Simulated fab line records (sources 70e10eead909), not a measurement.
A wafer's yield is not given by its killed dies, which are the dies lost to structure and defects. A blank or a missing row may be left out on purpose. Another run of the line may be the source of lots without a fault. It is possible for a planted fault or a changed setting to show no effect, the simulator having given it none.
Chamber matching || flow nand harc || NHARC_A_CONTACT_ETCH_75 on rie diel-02 has 4 sister chambers
The step etches the open film in CF4, target depth 39 nm, time 65 s. 27 wafers are shown with their chamber, then 12 later ones without.

## EACH WAFER AND ITS CHAMBER
{"wafer": "L075.1", "chamber": 2, "showerhead plenum p Torr (Torr)": 1.70, "drypump motor current A (A)": 5.9, "oes product au (a.u.)": 1.005}
{"wafer": "L075.2", "chamber": 3, "showerhead plenum p Torr (Torr)": 1.85, "drypump motor current A (A)": 5.6, "oes product au (a.u.)": 1.016}
{"wafer": "L075.6", "chamber": 0, "showerhead plenum p Torr (Torr)": 1.82, "drypump motor current A (A)": 5.5, "oes product au (a.u.)": 0.990}
{"wafer": "L076.3", "chamber": 3, "showerhead plenum p Torr (Torr)": 1.85, "drypump motor current A (A)": 5.5, "oes product au (a.u.)": 1.001}
{"wafer": "L076.4", "chamber": 2, "showerhead plenum p Torr (Torr)": 1.69, "drypump motor current A (A)": 5.9, "oes product au (a.u.)": 1.013}
{"wafer": "L076.5", "chamber": 3, "showerhead plenum p Torr (Torr)": 1.85, "drypump motor current A (A)": 5.5, "oes product au (a.u.)": 1.012}
{"wafer": "L078.2", "chamber": 0, "showerhead plenum p Torr (Torr)": 1.82, "drypump motor current A (A)": 5.5, "oes product au (a.u.)": 0.997}
{"wafer": "L078.5", "chamber": 3, "showerhead plenum p Torr (Torr)": 1.85, "drypump motor current A (A)": 5.5, "oes product au (a.u.)": 1.022}
{"wafer": "L078.6", "chamber": 0, "showerhead plenum p Torr (Torr)": 1.82, "drypump motor current A (A)": 5.5, "oes product au (a.u.)": 0.989}
{"wafer": "L080.2", "chamber": 1, "showerhead plenum p Torr (Torr)": 1.76, "drypump motor current A (A)": 5.2, "oes product au (a.u.)": 1.010}
{"wafer": "L080.4", "chamber": 0, "showerhead plenum p Torr (Torr)": 1.82, "drypump motor current A (A)": 5.5, "oes product au (a.u.)": 0.993}
{"wafer": "L080.6", "chamber": 2, "showerhead plenum p Torr (Torr)": 1.69, "drypump motor current A (A)": 5.8, "oes product au (a.u.)": 1.001}
{"wafer": "L082.1", "chamber": 3, "showerhead plenum p Torr (Torr)": 1.85, "drypump motor current A (A)": 5.5, "oes product au (a.u.)": 1.002}
{"wafer": "L082.4", "chamber": 2, "showerhead plenum p Torr (Torr)": 1.69, "drypump motor current A (A)": 5.9, "oes product au (a.u.)": 0.978}
{"wafer": "L082.5", "chamber": 0, "showerhead plenum p Torr (Torr)": 1.82, "drypump motor current A (A)": 5.5, "oes product au (a.u.)": 0.982}
{"wafer": "L084.2", "chamber": 3, "showerhead plenum p Torr (Torr)": 1.84, "drypump motor current A (A)": 5.5, "oes product au (a.u.)": 0.995}
{"wafer": "L084.5", "chamber": 2, "showerhead plenum p Torr (Torr)": 1.69, "drypump motor current A (A)": 5.9, "oes product au (a.u.)": 0.979}
{"wafer": "L084.6", "chamber": 3, "showerhead plenum p Torr (Torr)": 1.84, "drypump motor current A (A)": 5.5, "oes product au (a.u.)": 0.998}
{"wafer": "L086.2", "chamber": 0, "showerhead plenum p Torr (Torr)": 1.82, "drypump motor current A (A)": 5.5, "oes product au (a.u.)": 0.976}
{"wafer": "L086.4", "chamber": 2, "showerhead plenum p Torr (Torr)": 1.69, "drypump motor current A (A)": 5.9, "oes product au (a.u.)": 0.970}
{"wafer": "L086.5", "chamber": 1, "showerhead plenum p Torr (Torr)": 1.76, "drypump motor current A (A)": 5.2, "oes product au (a.u.)": 0.999}
{"wafer": "L087.1", "chamber": 0, "showerhead plenum p Torr (Torr)": 1.81, "drypump motor current A (A)": 5.5, "oes product au (a.u.)": 0.977}
{"wafer": "L087.2", "chamber": 3, "showerhead plenum p Torr (Torr)": 1.84, "drypump motor current A (A)": 5.5, "oes product au (a.u.)": 0.986}
{"wafer": "L087.5", "chamber": 0, "showerhead plenum p Torr (Torr)": 1.81, "drypump motor current A (A)": 5.5, "oes product au (a.u.)": 0.975}
{"wafer": "L089.1", "chamber": 1, "showerhead plenum p Torr (Torr)": 1.76, "drypump motor current A (A)": 5.2, "oes product au (a.u.)": 1.000}
{"wafer": "L089.5", "chamber": 0, "showerhead plenum p Torr (Torr)": 1.81, "drypump motor current A (A)": 5.5, "oes product au (a.u.)": 0.976}
{"wafer": "L089.6", "chamber": 1, "showerhead plenum p Torr (Torr)": 1.76, "drypump motor current A (A)": 5.2, "oes product au (a.u.)": 0.998}

SIGNATURES (means of the wafers above)
{"reading": "showerhead plenum p Torr", "chamber 0": 1.8167, "chamber 1": 1.7600, "chamber 2": 1.6917, "chamber 3": 1.8463, "scatter within a chamber": 0.00452}
{"reading": "drypump motor current A", "chamber 0": 5.500, "chamber 1": 5.200, "chamber 2": 5.883, "chamber 3": 5.513, "scatter within a chamber": 0.0273}
{"reading": "oes product au", "chamber 0": 0.98389, "chamber 1": 1.00175, "chamber 2": 0.99100, "chamber 3": 1.00400, "scatter within a chamber": 0.0118}
Rule: for each reading, subtract the chamber's mean from the wafer's reading, divide by that reading's scatter and square the result; add these up over the readings and take the root, which gives the wafer's distance from the chamber. If the next closest chamber is less than 2 further off than the closest, the wafer can't be placed; otherwise it belongs to the closest. How the scatter is found: for the shown wafers, subtract from each reading the mean of its chamber, square and add these, divide the total by (wafers less chambers), then take the root.

## WAFERS WHOSE CHAMBER IS MISSING
{"wafer": "L094.2", "showerhead plenum p Torr (Torr)": 1.84, "drypump motor current A (A)": 5.5, "oes product au (a.u.)": 0.997}
{"wafer": "L094.3", "showerhead plenum p Torr (Torr)": 1.76, "drypump motor current A (A)": 5.2, "oes product au (a.u.)": 1.010}
{"wafer": "L094.5", "showerhead plenum p Torr (Torr)": 1.76, "drypump motor current A (A)": 5.2, "oes product au (a.u.)": 1.008}
{"wafer": "L093.2", "showerhead plenum p Torr (Torr)": 1.76, "drypump motor current A (A)": 5.2, "oes product au (a.u.)": 1.016}
{"wafer": "L093.5", "showerhead plenum p Torr (Torr)": 1.69, "drypump motor current A (A)": 5.9, "oes product au (a.u.)": 1.001}
{"wafer": "L093.6", "showerhead plenum p Torr (Torr)": 1.84, "drypump motor current A (A)": 5.5, "oes product au (a.u.)": 1.008}
{"wafer": "L096.1", "showerhead plenum p Torr (Torr)": 1.69, "drypump motor current A (A)": 5.9, "oes product au (a.u.)": 0.983}
{"wafer": "L096.4", "showerhead plenum p Torr (Torr)": 1.75, "drypump motor current A (A)": 5.2, "oes product au (a.u.)": 1.007}
{"wafer": "L096.6", "showerhead plenum p Torr (Torr)": 1.69, "drypump motor current A (A)": 5.8, "oes product au (a.u.)": 0.974}
{"wafer": "L095.1", "showerhead plenum p Torr (Torr)": 1.69, "drypump motor current A (A)": 5.9, "oes product au (a.u.)": 0.977}
{"wafer": "L095.4", "showerhead plenum p Torr (Torr)": 1.84, "drypump motor current A (A)": 5.5, "oes product au (a.u.)": 0.985}
{"wafer": "L095.6", "showerhead plenum p Torr (Torr)": 1.69, "drypump motor current A (A)": 5.9, "oes product au (a.u.)": 0.995}

## CHAMBER TAKEN BY EACH
{"wafer": "L094.2", "from the rows above": 3, "in truth": 3}
{"wafer": "L094.3", "from the rows above": 1, "in truth": 1}
{"wafer": "L094.5", "from the rows above": 1, "in truth": 1}
{"wafer": "L093.2", "from the rows above": 1, "in truth": 1}
{"wafer": "L093.5", "from the rows above": 2, "in truth": 2}
{"wafer": "L093.6", "from the rows above": 3, "in truth": 3}
{"wafer": "L096.1", "from the rows above": 2, "in truth": 2}
{"wafer": "L096.4", "from the rows above": 1, "in truth": 1}
{"wafer": "L096.6", "from the rows above": 2, "in truth": 2}
{"wafer": "L095.1", "from the rows above": 2, "in truth": 2}
{"wafer": "L095.4", "from the rows above": 3, "in truth": 3}
{"wafer": "L095.6", "from the rows above": 2, "in truth": 2}
Placed correctly: 12 of 12. Not placeable from these rows: 0. Wrongly placed: 0.
